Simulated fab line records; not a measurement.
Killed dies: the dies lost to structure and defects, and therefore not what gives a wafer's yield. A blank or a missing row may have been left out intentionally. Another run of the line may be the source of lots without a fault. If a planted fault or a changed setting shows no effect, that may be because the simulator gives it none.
Matching of chambers -- flow nandHarc -- 4 sister chambers for NHARC_P_STI_ETCH_15 on rieSi-02
The step etches the open film in HBr/Cl2, target depth 300 nm, time 100.1 s. 4 wafers are shown with their chamber, then 8 later ones without.

WAFERS, EACH WITH ITS CHAMBER
wafer,chamber,drypumpMotorCurrentA (A)
L084.1,0,5.6
L084.4,3,5.4
L084.5,1,5.7
L085.2,2,5.4

WAFERS MISSING THEIR CHAMBER
wafer,drypumpMotorCurrentA (A)
L085.5,5.7
L085.6,5.4
L089.1,5.4
L089.3,5.7
L089.4,5.5
L097.1,5.4
L097.2,5.5
L097.6,5.4

CHAMBER TAKEN BY EACH
wafer,from the rows above,in truth
L085.5,1,1
L085.6,can't be placed: 2 or 3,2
L089.1,can't be placed: 2 or 3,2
L089.3,1,1
L089.4,can't be placed: 0 or 2 or 3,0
L097.1,can't be placed: 2 or 3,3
L097.2,can't be placed: 0 or 2 or 3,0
L097.6,can't be placed: 2 or 3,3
Correct placement for 2 of the 8. Not placeable from these rows: 6 (in 6, the candidates include the true chamber). Number placed wrongly: 0.
How it was worked out, from the rows above alone: a wafer's distance from a chamber is the root of the sum, over the readings, of the square of ((its reading less the chamber's mean) divided by the reading's scatter). The wafer belongs to the nearest chamber; if the next one is less than 2 further off, it can't be placed. The mean given for a chamber averages the wafers shown for that chamber. The scatter: with one shown wafer a chamber, the root of the mean of the squares of how far each hidden wafer lies from its nearest shown one.
